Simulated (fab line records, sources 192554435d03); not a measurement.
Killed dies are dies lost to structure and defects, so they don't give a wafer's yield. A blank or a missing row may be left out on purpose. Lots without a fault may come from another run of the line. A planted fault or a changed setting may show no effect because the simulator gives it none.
Which tool did it? | flow n5_finfet | 11 lots, 33 wafers sampled, at 2 steps of a route of 1938

WHAT THE GAUGES READ, wafer by wafer
N5_BEOL_M15_THK_MEAS_01.
lot  | measured     | on            | M15_ILD_THK (nm)
L430 | day 11 02:26 | film_metro-02 | 1637 1640 1668
L431 | day 11 03:11 | film_metro-01 | 1605 1629 1620
L433 | day 12 00:58 | film_metro-02 | 1628 1667 1658
L434 | day 12 01:09 | film_metro-01 | 1599 1643 1625
L438 | day 13 15:10 | film_metro-01 | 1636 1700 1658
L441 | day 14 14:49 | film_metro-02 | 1604 1605 1615
L445 | day 15 21:06 | film_metro-01 | 1602 1621 1619
L449 | day 16 10:54 | film_metro-01 | 1609 1643 1645
L450 | day 17 01:32 | film_metro-01 | 1608 1648 1628
L451 | day 17 07:04 | film_metro-01 | 1626 1665 1646
L453 | day 18 06:30 | film_metro-01 | 1608 1626 1654

WHICH TOOL RAN EACH LOT (tool, then ch and the chambers of the sampled wafers, then the start)
lot  | N5_BEOL_M15_ILD_DEP_00
L430 | pecvd-03 ch 0,2, day 11 02:11
L431 | pecvd-03 ch 1,2, day 11 02:56
L433 | pecvd-02 ch 0,1,2, day 12 00:43
L434 | pecvd-03 ch 0,1,2, day 12 00:54
L438 | pecvd-03 ch 0,2, day 13 14:55
L441 | pecvd-03 ch 1,2, day 14 14:28
L445 | pecvd-03 ch 1,2, day 15 20:51
L449 | pecvd-01 ch 0,2, day 16 10:39
L450 | pecvd-01 ch 0,1,2, day 17 01:17
L451 | pecvd-01 ch 0,1,2, day 17 06:49
L453 | pecvd-01 ch 0,2, day 18 06:08
- N5_BEOL_M15_ILD_DEP_00: deposits SiO2 from TEOS/O2, target thk 1629.3 nm, time 346.1 s.

THE ANSWER, worked out from the rows above alone
Rule: what is usual is taken from the lots themselves. Put in order of their means at a reading, lots are off if they are a third of the lots or fewer, leave a main group of 4 or more, and stand apart from it by a gap of 3 or more times the standard deviation of the main group's means; of several such gaps the widest counts. A main group whose means are all the same, to the digits that the tables above print for the reading, isn't used. A lot without any number at a reading at which 4 lots or more have one is off too. The other lots that the step has rows for count as sound.
No lot is off at any reading shown: from this, nothing can be told.

WHAT THE SIMULATOR HAD PUT IN
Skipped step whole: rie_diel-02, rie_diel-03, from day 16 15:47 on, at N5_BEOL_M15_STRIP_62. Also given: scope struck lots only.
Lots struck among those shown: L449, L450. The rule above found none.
